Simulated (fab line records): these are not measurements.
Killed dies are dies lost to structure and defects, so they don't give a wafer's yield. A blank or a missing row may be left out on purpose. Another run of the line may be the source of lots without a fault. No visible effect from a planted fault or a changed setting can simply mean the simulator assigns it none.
fab line records	flow nand_harc
[record] lots = 6	wafers = 18	last_day = 34
route steps=1302 shown THIN_TSV@1250 END@1302
lots that met no fault: taken from a fault-free run of the same line
start_h: hours from the record's opening day to when the first of the lot's shown wafers began	wait_h: how many hours have passed since the lot's step before this one	" same as the row above	L1.1+2: a single row standing in for several wafers	- no value present, or no start provided	* or withheld: withheld	< > ~ a bound
route shown NAME@n: NAME is a module with steps in the file, n the number in the route of the first one	usual: mean/standard deviation of fault-free wafers	same: alike in all rows	chamber/n: place in a boat	sites: the reading at each site	_std_site: standard deviation of those values	_edge_site: the outer-site mean with the inner-site mean subtracted	radius_mm: for every site, how far away it sits from the centre of the wafer	mask NAME#n: copy n	behind: the tool/chamber that last shaped the wafer	hold: cause of the lot's hold/its duration in hours/its outcome	device: transistor that didn't switch, given as n, p or np	end of line: the route-end tests of the same wafers	a step given without rows: its recipe and nothing more	killed: dies lost to structure and defects at the first sort, not the wafer's yield	map: per-die view of a wafer (x killed, . not killed, _ where there is no die)
set.NAME: setting as actually run; set.NAME@STEP: the setting as run at that earlier step	model.NAME: the simulator's own value behind a step, which no gauge read
a table for each step, a row for each wafer; lots at some steps of the route
services: when a tool's chamber went out of use (start_h, in hours from the record's first day, below 0 if earlier), for how many hours, and the reason
[[steps]]
[step NHARC_THIN_TSV_DEP_43]
[recipe] target_thk_a = 13285	temp_c = withheld	pressure_torr = 6.5	rf_w = 900	teos_flow_sccm = 161.4	flow_sccm = 2650	target_thk_nm = 1328.5	gas = O2	material = SiO2
[usual] rf_fwd_power_W = 899/3	showerhead_vpp_V = 1877/95	throttle_valve_pct = 15.9/0.68
lot.wafer	tool	chamber	start_h	wait_h	rf_fwd_power_W	showerhead_vpp_V	throttle_valve_pct
L828.4	pecvd-01	1	693.36	-	896	1921	15.9
L828.5	"	2	"	"	901	1802	15.9
L828.6	"	0	"	"	899	1873	14.6
L829.4	pecvd-01	0	707.86	-	900	1862	14.9
L829.5	"	1	"	"	896	1947	15.8
L829.6	"	2	"	"	902	1837	15.9
L832.2	pecvd-02	0	717.62	-	897	1726	17.1
L832.6	"	1	"	"	903	1937	16.3
L832.4	"	2	"	"	897	2016	16.0
L833.2	pecvd-01	0	734.34	-	899	1871	14.7
L833.3	"	1	"	"	901	1973	16.1
L833.5	"	1	"	"	901	1914	15.9
L838.1	pecvd-01	2	770.81	-	898	1819	15.7
L838.2	"	1	"	"	904	1926	15.7
L838.5	"	2	"	"	893	1801	15.8
L837.1	pecvd-02	2	807.35	-	895	1979	15.8
L837.5	"	2	"	"	901	2009	15.9
L837.4	"	1	"	"	901	1939	16.5
[step NHARC_THIN_TSV_DEHYDRATE_04]
[recipe] temp_c = 150	time_s = 120
[step NHARC_THIN_TSV_HMDS_05]
[recipe] time_s = 30
[step NHARC_THIN_TSV_COAT_06]
[recipe] spin_rpm = *
[step NHARC_THIN_TSV_SOFTBAKE_07]
[recipe] temp_c = 122	time_s = 95
[step NHARC_THIN_TSV_EBR_08]
[step NHARC_THIN_TSV_EXPOSE_09]
[recipe] na = 0.55	dose_mj = 30.7	mask_id = TSV
[step NHARC_THIN_TSV_PEB_10]
[recipe] peb_temp_c = 118	peb_time_s = 85
[step NHARC_THIN_TSV_DEVELOP_11]
[recipe] time_s = 70
[step NHARC_THIN_TSV_CD_MEAS_12]
[recipe] target_cd_nm = 1000	landing_energy_ev = 500
[usual] cd_nm = 1000.6/1.7
[same] landing_energy_ev = 500
lot.wafer	tool	chamber	start_h	wait_h	cd_nm
L828.4	cd_sem-01	0	693.94	-	1001.9
L828.5	"	0	"	"	998.3
L828.6	"	0	"	"	998.9
L829.4	cd_sem-03	0	708.44	-	998.1
L829.5	"	0	"	"	996.5
L829.6	"	0	"	"	999.2
L832.2	cd_sem-03	0	718.45	-	999.5
L832.4	"	0	"	"	1000.8
L832.6	"	0	"	"	999.1
L833.2	cd_sem-02	0	735.05	-	999.1
L833.3	"	0	"	"	999.4
L833.5	"	0	"	"	1001.4
L838.1	cd_sem-01	0	771.64	-	998.4
L838.2	"	0	"	"	999.7
L838.5	"	0	"	"	999.7
L837.1	cd_sem-02	0	808.18	-	1001.1
L837.4	"	0	"	"	999.5
L837.5	"	0	"	"	1002.4
[step NHARC_THIN_TSV_HARDBAKE_13]
[recipe] temp_c = 125	time_s = 80
[step NHARC_THIN_TSV_DESCUM_14]
[recipe] time_s = 3	o2_flow_sccm = 200	ar_flow_sccm = 0	bias_power_w = 0	chemistry = O2
[usual] drypump_motor_current_A = 5.8/0.46	o2_flow_sccm = 200.0/0.58	oes_product_au = 0.998/0.0071	rf_vpp_V = 57.6/0.89	showerhead_plenum_p_Torr = 1.89/0.073	throttle_valve_pct = 11.312/0.0094
lot.wafer	tool	chamber	start_h	wait_h	drypump_motor_current_A	o2_flow_sccm	oes_product_au	rf_hours_counter_h	rf_vpp_V	showerhead_plenum_p_Torr	throttle_valve_pct
L828.4	rie_diel-01	0	694.10	-	5.8	199.5	0.999	8	56.8	1.92	11.314
L828.6	"	0	"	"	5.7	199.4	0.986	-	58.1	1.92	11.322
L828.5	"	1	"	"	5.8	200.0	1.003	-	56.9	1.82	11.303
L829.4	rie_diel-01	1	708.59	-	5.8	200.1	0.997	11	57.5	1.82	11.326
L829.5	"	1	"	"	5.8	200.2	1.009	-	58.0	1.82	11.317
L829.6	"	2	"	"	6.3	199.0	0.988	-	58.2	1.99	11.314
L832.2	rie_diel-01	1	718.62	-	5.8	200.5	1.003	12	58.5	1.82	11.311
L832.4	"	3	"	"	6.3	199.2	1.005	10	57.2	1.90	11.302
L832.6	"	1	"	"	5.8	200.1	0.994	-	57.6	1.82	11.317
L833.3	rie_diel-13	0	735.23	-	5.0	199.7	0.999	2	57.0	1.82	11.306
L833.2	"	1	"	"	5.2	200.9	1.005	2	56.4	1.83	11.302
L833.5	"	2	"	"	5.0	200.2	1.006	-	58.2	1.92	11.300
L838.2	rie_diel-13	1	771.80	-	5.2	200.5	1.003	5	58.0	1.83	11.309
L838.1	"	0	"	"	5.1	200.2	1.000	5	57.9	1.82	11.313
L838.5	"	1	"	"	5.2	200.7	1.007	-	57.8	1.83	11.328
L837.4	rie_diel-13	3	808.34	-	6.3	200.4	1.008	6	58.5	1.78	11.293
L837.1	"	0	"	"	5.1	200.3	0.999	6	57.3	1.82	11.295
L837.5	"	0	"	"	5.1	200.6	1.000	-	56.6	1.82	11.305
[step NHARC_THIN_TSV_ETCH_44]
[recipe] target_depth_a = 15942	time_s = 797.1	cf4_flow_sccm = 150	o2_flow_sccm = 10	ar_flow_sccm = 0	rf_w = 300	bias_w = 800	chemistry = CF4/O2
[usual] drypump_motor_current_A = 5.8/0.46	o2_flow_sccm = 9.998/0.03	oes_product_au = 0.999/0.0076	rf_fwd_power_W = 299.8/0.92	rf_vpp_V = 793/4.1	showerhead_plenum_p_Torr = 1.81/0.065	throttle_valve_pct = 16.913/0.0092
lot.wafer	tool	chamber	start_h	wait_h	drypump_motor_current_A	o2_flow_sccm	oes_product_au	rf_fwd_power_W	rf_hours_counter_h	rf_vpp_V	showerhead_plenum_p_Torr	throttle_valve_pct
L828.4	rie_diel-01	3	694.35	0.2	6.3	9.968	1.010	300.9	8	794	1.82	16.916
L828.5	"	0	"	"	5.8	10.027	0.994	300.3	-	793	1.84	16.929
L828.6	"	1	"	"	5.8	9.980	1.003	299.5	-	789	1.75	16.911
L829.4	rie_diel-01	0	708.67	0.1	5.7	10.010	1.250	418.9	9	795	1.84	16.904
L829.5	"	0	"	"	5.7	9.973	1.254	419.3	-	793	1.84	16.918
L829.6	"	1	"	"	5.8	9.949	1.247	418.8	-	790	1.75	16.897
L832.2	rie_diel-01	3	718.75	0.1	6.3	10.012	1.247	419.3	10	794	1.82	16.906
L832.4	"	0	"	"	5.7	9.972	1.236	418.8	10	794	1.84	16.912
L832.6	"	2	"	"	6.2	10.000	1.243	420.3	-	798	1.91	16.912
L833.2	rie_diel-13	1	735.35	0.1	5.2	9.965	1.011	300.1	3	791	1.76	16.933
L833.3	"	2	"	"	5.0	9.966	1.000	299.5	3	795	1.83	16.913
L833.5	"	1	"	"	5.2	9.967	0.998	299.8	-	790	1.76	16.914
L838.1	rie_diel-13	0	771.95	0.1	5.1	10.036	0.998	299.4	5	788	1.75	16.913
L838.2	"	1	"	"	5.2	10.029	1.001	300.3	5	790	1.76	16.917
L838.5	"	3	"	"	6.3	9.951	1.001	299.8	-	788	1.72	16.900
L837.1	rie_diel-13	3	808.49	0.1	6.4	10.038	1.009	298.5	6	788	1.72	16.906
L837.4	"	1	"	"	5.2	9.954	1.002	298.9	6	789	1.76	16.924
L837.5	"	2	"	"	5.0	9.994	1.001	299.3	-	796	1.83	16.893
[step NHARC_THIN_TSV_ETCH_15]
[recipe] target_depth_a = 30000	bosch_target_overetch_cycles = 2	bosch_etch_step_s = 2.8	bosch_dep_step_s = 1.2	bosch_cycles = 14
[usual] drypump_motor_current_A = 5.9/0.33
[same] bosch_etch_step_s = 2.8
lot.wafer	tool	chamber	start_h	wait_h	drypump_motor_current_A	rf_hours_counter_h
L828.4	rie_si-01	1	694.78	-	6.0	0.9
L828.5	"	3	"	"	5.5	-
L828.6	"	0	"	"	5.5	-
L829.4	rie_si-01	2	709.27	-	6.2	0.9
L829.5	"	0	"	"	5.6	-
L829.6	"	1	"	"	6.0	-
L832.4	rie_si-02	3	719.26	-	5.5	0.4
L832.2	"	1	"	"	6.1	0.4
L832.6	"	0	"	"	6.1	-
L833.3	rie_si-03	1	735.87	-	5.7	1.1
L833.2	"	2	"	"	6.5	0.9
L833.5	"	1	"	"	5.7	-
L838.1	rie_si-02	2	772.45	-	6.0	0.7
L838.2	"	1	"	"	6.1	0.6
L838.5	"	3	"	"	5.5	-
L837.4	rie_si-03	0	809.00	-	5.8	0.2
L837.1	"	2	"	"	6.6	0.3
L837.5	"	1	"	"	5.7	-
[step NHARC_THIN_TSV_CD_MEAS_16]
[usual] cd_nm = 1000.7/1.7
lot.wafer	tool	chamber	start_h	wait_h	cd_nm
L828.4	cd_sem-02	-	694.91	0.1	1002.4
L828.5	"	-	"	"	998.7
L828.6	"	-	"	"	999.8
L829.4	cd_sem-01	-	709.40	0.1	993.8
L829.5	"	-	"	"	992.2
L829.6	"	-	"	"	994.1
L832.2	cd_sem-01	-	719.41	0.1	994.5
L832.4	"	-	"	"	996.2
L832.6	"	-	"	"	994.4
L833.2	cd_sem-01	-	736.01	0.1	998.8
L833.3	"	-	"	"	998.4
L833.5	"	-	"	"	1000.5
L838.1	cd_sem-02	-	772.60	0.1	998.1
L838.2	"	-	"	"	999.5
L838.5	"	-	"	"	999.8
L837.1	cd_sem-01	-	809.15	0.1	1001.2
L837.4	"	-	"	"	999.8
L837.5	"	-	"	"	1002.3
[step NHARC_THIN_TSV_STRIP_45]
[recipe] power_w = 1500	temp_c = 250	chemistry = O2
[usual] drypump_motor_current_A = 5.8/0.52	heater_power_w = 334/38
lot.wafer	tool	chamber	start_h	wait_h	drypump_motor_current_A	heater_power_w	rf_hours_counter_h
L828.4	plasma_asher-01	0	695.07	0.2	5.7	325	-
L828.5	"	0	"	"	5.7	318	-
L828.6	"	1	"	"	5.7	269	-
L829.4	plasma_asher-01	1	709.60	0.2	5.7	272	-
L829.5	"	0	"	"	5.7	337	-
L829.6	"	1	"	"	5.7	268	-
L832.2	plasma_asher-02	0	719.52	0.1	5.2	358	24
L832.4	"	0	"	"	5.2	357	-
L832.6	"	0	"	"	5.2	356	-
L833.2	plasma_asher-02	1	736.13	0.1	6.6	387	28
L833.3	"	0	"	"	5.2	354	-
L833.5	"	1	"	"	6.6	375	-
L838.2	plasma_asher-02	0	772.67	0.1	5.2	351	34
L838.1	"	1	"	"	6.6	385	34
L838.5	"	0	"	"	5.2	357	-
L837.1	plasma_asher-02	0	809.22	0.1	5.2	371	4
L837.4	"	0	"	"	5.2	367	-
L837.5	"	1	"	"	6.6	337	-
[step NHARC_END_SORT_01]
[recipe] temp_c = 25
[usual] defect_limited_yield = 90.8/2.2	killed_at_array = 58/15	killed_at_other = 0.8/1.2	killed_at_periphery = 3.5/2.5	killed_dies = 62/15	killed_open = 3.2/1.7	killed_short = 2.4/1.5
[same] gross_dies = 677
lot.wafer	tool	chamber	start_h	wait_h	defect_limited_yield[%]	killed_at_array	killed_at_other	killed_at_periphery	killed_dies	killed_open	killed_short
L832.2	prober-01	0	734.22	2.8	89.4	68	0	4	72	7	3
L832.4	prober-01	0	735.84	3.4	88.0	78	1	2	81	2	1
L832.6	prober-01	0	737.46	4.0	89.5	70	0	1	71	5	1
L838.1	prober-01	0	786.88	2.5	92.8	47	1	1	49	3	2
L838.2	prober-01	0	787.68	2.8	92.0	50	1	3	54	2	6
L838.5	prober-01	0	790.08	3.7	91.3	53	2	4	59	6	4
// killed by level:class
L832.2 A_CHANNEL_HOLE_D1:chamber_film_flake=29 A_CHANNEL_HOLE_D2:chamber_film_flake=13 A_CONTACT:chamber_film_flake=8 A_STAIRCASE:chamber_film_flake=7 P_M0:geometric_particle:open=2 A_SLIT:chamber_film_flake=2 A_CHANNEL_FILL_D1:geometric_particle:open=2 P_CONTACT:geometric_particle:open=1
L832.4 A_CHANNEL_HOLE_D2:chamber_film_flake=29 A_CHANNEL_HOLE_D1:chamber_film_flake=28 A_SLIT:chamber_film_flake=8 A_CONTACT:chamber_film_flake=5 A_STAIRCASE:chamber_film_flake=4 P_CONTACT:geometric_particle:open=1 A_M0:geometric_particle:open=1 P_BONDPAD:chamber_film_flake=1
L832.6 A_CHANNEL_HOLE_D1:chamber_film_flake=31 A_CHANNEL_HOLE_D2:chamber_film_flake=25 A_WL_FILL:geometric_particle:open=2 A_STAIRCASE:chamber_film_flake=2 A_SLIT:chamber_film_flake=2 A_CONTACT:chamber_film_flake=2 A_ONON_D1:geometric_particle:open=1 A_CHANNEL_FILL_D1:geometric_particle:open=1
L838.1 A_CHANNEL_HOLE_D1:chamber_film_flake=22 A_CONTACT:chamber_film_flake=7 A_DECK1_JOINT:chamber_film_flake=4 A_SLIT:chamber_film_flake=4 A_BLC:chamber_film_flake=3 A_CHANNEL_FILL_D2:geometric_particle:short=2 A_CHANNEL_FILL_D1:geometric_particle:open=1 A_WL_FILL:geometric_particle:open=1
L838.2 A_CHANNEL_HOLE_D1:chamber_film_flake=28 A_SLIT:chamber_film_flake=5 A_STAIRCASE:chamber_film_flake=4 A_BLC:chamber_film_flake=3 A_ONON_D2:geometric_particle:short=2 A_CONTACT:chamber_film_flake=2 P_CONTACT:geometric_particle:short=1 P_M1:geometric_particle:open=1
L838.5 A_CHANNEL_HOLE_D1:chamber_film_flake=19 A_CONTACT:chamber_film_flake=8 A_SLIT:chamber_film_flake=8 A_BLC:chamber_film_flake=6 A_CHANNEL_HOLE_D2:chamber_film_flake=3 A_STAIRCASE:chamber_film_flake=3 P_CONTACT:geometric_particle:short=2 P_M0:geometric_particle:open=1
[[services]]
tool	chamber	start_h	hours	kind
plasma_asher-02	-	670.12	11.2	repair
pecvd-01	-	673.57	13.0	pm
rie_diel-13	0	675.08	-	clean
rie_diel-13	1	675.08	-	clean
rie_diel-13	2	675.08	-	clean
rie_diel-13	3	675.08	-	clean
rie_diel-01	0	689.32	-	clean
rie_diel-01	1	689.32	-	clean
rie_diel-01	2	689.32	-	clean
rie_diel-01	3	689.32	-	clean
plasma_asher-01	-	696.00	9.0	pm
rie_diel-13	-	696.00	9.0	pm
rie_diel-13	0	696.00	9.0	vent_cycle
rie_diel-01	-	711.71	1.4	repair
rie_si-01	-	724.00	9.0	pm
rie_si-01	2	734.29	8.3	repair
rie_diel-01	-	734.91	9.0	pm
rie_si-03	0	742.30	2.1	repair
rie_si-03	-	752.00	9.0	pm
rie_si-02	2	753.11	1.7	repair
rie_diel-01	2	768.46	5.6	repair
pecvd-02	-	770.35	13.0	pm
plasma_asher-02	-	780.00	9.0	pm
rie_si-02	-	808.00	9.0	pm
[[key]]
[first_sign] step = NHARC_THIN_TSV_ETCH_44	reading = rf_fwd_power_W	direction = up	sigmas = 99+	usual = *	struck = *
[effect] step = NHARC_THIN_TSV_ETCH_44	reading = oes_product_au	direction = up	sigmas = 33	usual = 0.999	struck = 1.246
[effect] step = NHARC_THIN_TSV_CD_MEAS_16	reading = cd_nm	direction = down	sigmas = 3.8	usual = 1000.7	struck = 994.2
met_at NHARC_THIN_TSV_ETCH_44
struck_wafers L829.4,L829.5,L829.6,L832.2,L832.4,L832.6
onset_between 694.35 708.67
[fault] kind = process_parameter_drift	tool = rie_diel-01	chamber = -	onset_h = 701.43	steps = NHARC_THIN_TSV_ETCH_44	channel = rf_w	offset = *	shape = step	end_h = 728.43	acts_in = *	stated = *
